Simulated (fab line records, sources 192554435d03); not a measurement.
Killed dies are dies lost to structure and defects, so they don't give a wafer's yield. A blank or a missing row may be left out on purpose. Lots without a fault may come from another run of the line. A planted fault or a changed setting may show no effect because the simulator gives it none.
Split-lot experiment | flow n5_finfet | 7 lots, 39 wafers read, on a route of 1938 steps

THE SPLIT
At N5_BEOL_M15_SPUTTER_43 (material TaN, target thk 15 nm, time 24.19 s), the setting target_thk_a was moved away from the recipe's 150 angstrom on 15 of the 39 wafers read, by -36.0% to +30.9%. The other wafers ran this setting at the recipe's value.

FROM THE SPLIT TO THE READING: what the file shows between them, 4 steps
- N5_BEOL_M15_SPUTTER_44: material Ta, target thk 15 nm, time 24.19 s
- N5_BEOL_M15_SPUTTER_45: material Cu, target thk 100 nm, time 16.67 s
- N5_BEOL_M15_ECD_47: material Cu, target thk 1860 nm
- N5_BEOL_M15_ANNEAL_48: time 90 s

THE READING
barrier_field_endpoint_s, in s, at N5_BEOL_M15_CMP_49 (polishes, stops on SiO2, t overpolish 4.9 s, target thk 850 nm). Fault-free wafers of this fab line usually give 11.30 s, standard deviation 0.27 s.

wafer  | tool, chamber at the split | target_thk_a as run, angstrom | against the recipe | barrier_field_endpoint_s, s | against lot-mates on the recipe
L074.4 | pvd_sputter-03, -          | 150                           | recipe             | 11.52                       | -
L074.1 | pvd_sputter-03, -          | 150                           | recipe             | 11.35                       | -
L074.6 | pvd_sputter-03, -          | 150                           | recipe             | 11.16                       | -
L075.3 | pvd_sputter-03, -          | 175.4                         | +16.9%             | 12.44                       | +1.09
L075.2 | pvd_sputter-03, -          | 175.4                         | +16.9%             | 12.78                       | +1.43
L075.1 | pvd_sputter-03, -          | 175.4                         | +16.9%             | 12.39                       | +1.04
L075.4 | pvd_sputter-03, -          | 150                           | recipe             | 11.40                       | -
L075.5 | pvd_sputter-03, -          | 150                           | recipe             | 11.26                       | -
L075.6 | pvd_sputter-03, -          | 150                           | recipe             | 11.40                       | -
L083.2 | pvd_sputter-02, -          | 150                           | recipe             | 11.31                       | -
L083.1 | pvd_sputter-02, -          | 150                           | recipe             | 11.39                       | -
L083.4 | pvd_sputter-02, -          | 150                           | recipe             | 11.46                       | -
L083.3 | pvd_sputter-02, -          | 150                           | recipe             | 11.54                       | -
L083.6 | pvd_sputter-02, -          | 150                           | recipe             | 11.46                       | -
L083.5 | pvd_sputter-02, -          | 150                           | recipe             | 11.09                       | -
L084.3 | pvd_sputter-03, -          | 195.6                         | +30.4%             | 12.88                       | +1.54
L084.1 | pvd_sputter-03, -          | 195.6                         | +30.4%             | 13.09                       | +1.75
L084.2 | pvd_sputter-03, -          | 150                           | recipe             | 11.27                       | -
L084.4 | pvd_sputter-03, -          | 150                           | recipe             | 11.31                       | -
L084.5 | pvd_sputter-03, -          | 150                           | recipe             | 11.43                       | -
L084.6 | pvd_sputter-03, -          | 195.6                         | +30.4%             | 13.53                       | +2.19
L091.4 | pvd_sputter-01, -          | 196.3                         | +30.9%             | 12.39                       | +1.64
L091.1 | pvd_sputter-01, -          | 196.3                         | +30.9%             | 12.60                       | +1.85
L091.3 | pvd_sputter-01, -          | 196.3                         | +30.9%             | 12.53                       | +1.78
L091.2 | pvd_sputter-01, -          | 150                           | recipe             | 11.12                       | -
L091.6 | pvd_sputter-01, -          | 150                           | recipe             | 10.55                       | -
L091.5 | pvd_sputter-01, -          | 150                           | recipe             | 10.58                       | -
L093.1 | pvd_sputter-02, -          | 150                           | recipe             | 11.29                       | -
L093.4 | pvd_sputter-02, -          | 150                           | recipe             | 11.23                       | -
L093.3 | pvd_sputter-02, -          | 95.93                         | -36.0%             | 9.24                        | -2.00
L093.2 | pvd_sputter-02, -          | 95.93                         | -36.0%             | 9.16                        | -2.08
L093.6 | pvd_sputter-02, -          | 95.93                         | -36.0%             | 9.26                        | -1.98
L093.5 | pvd_sputter-02, -          | 150                           | recipe             | 11.21                       | -
L094.1 | pvd_sputter-01, -          | 172.9                         | +15.3%             | 12.44                       | +1.12
L094.4 | pvd_sputter-01, -          | 150                           | recipe             | 11.23                       | -
L094.2 | pvd_sputter-01, -          | 150                           | recipe             | 11.31                       | -
L094.3 | pvd_sputter-01, -          | 172.9                         | +15.3%             | 12.95                       | +1.63
L094.6 | pvd_sputter-01, -          | 172.9                         | +15.3%             | 12.75                       | +1.43
L094.5 | pvd_sputter-01, -          | 150                           | recipe             | 11.42                       | -

THE FIT
A straight line over all 39 wafers: barrier_field_endpoint_s changes by +0.0571 s for each +1% of target_thk_a; r = +0.95; the points scatter about the line by 0.33 s.
The same after taking each lot's own level away (the mean of its wafers on the recipe; 39 wafers): +0.0598 s for each +1%; r = +0.98; scatter 0.21 s.
On that fit, the largest move of target_thk_a shifts the reading by 2.2 s.
The lots' own levels span 10.750 to 11.375 s, that is 2.3 times the standard deviation above.
So the lot-to-lot level changes the slope little: the two slopes agree.
Check: with one of the wafers moved furthest among these (-36.0%) left out of the fit, the line predicts -2.12 s for it against its lot-mates. It came out at -2 s against them.

OTHER SPLITS ON THESE WAFERS
These wafers also went through other splits before the reading. Each is held against what the fit with the lots' levels taken away leaves over:
other split on the same wafers | wafers away from the commonest value | r with barrier_field_endpoint_s (lot level and that fit taken away)
N5_BEOL_M14_ILD_DEP_00 time_s  | 15                                   | -0.09

THE WHOLE CHAIN: every reading that the file lists as answering this split, in the file's order
step                   | what it does                                                   | reading                                                                            | change (the file's fit)               | r (the file's)
N5_BEOL_M15_SPUTTER_43 | material TaN, target thk 15 nm, time 24.19 s                   | TaN_of_BEOL_M15_SPUTTER_43.thk_nm (the simulator's own value, which no gauge read) | +0.152 nm for each +1% of the setting | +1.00
N5_BEOL_M15_CMP_49     | polishes, stops on SiO2, t overpolish 4.9 s, target thk 850 nm | barrier_field_endpoint_s                                                           | +0.0606 s for each +1% of the setting | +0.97

THE FILE'S OWN FIT
barrier_field_endpoint_s changes by +0.0606 s for each +1% of target_thk_a, r = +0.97.
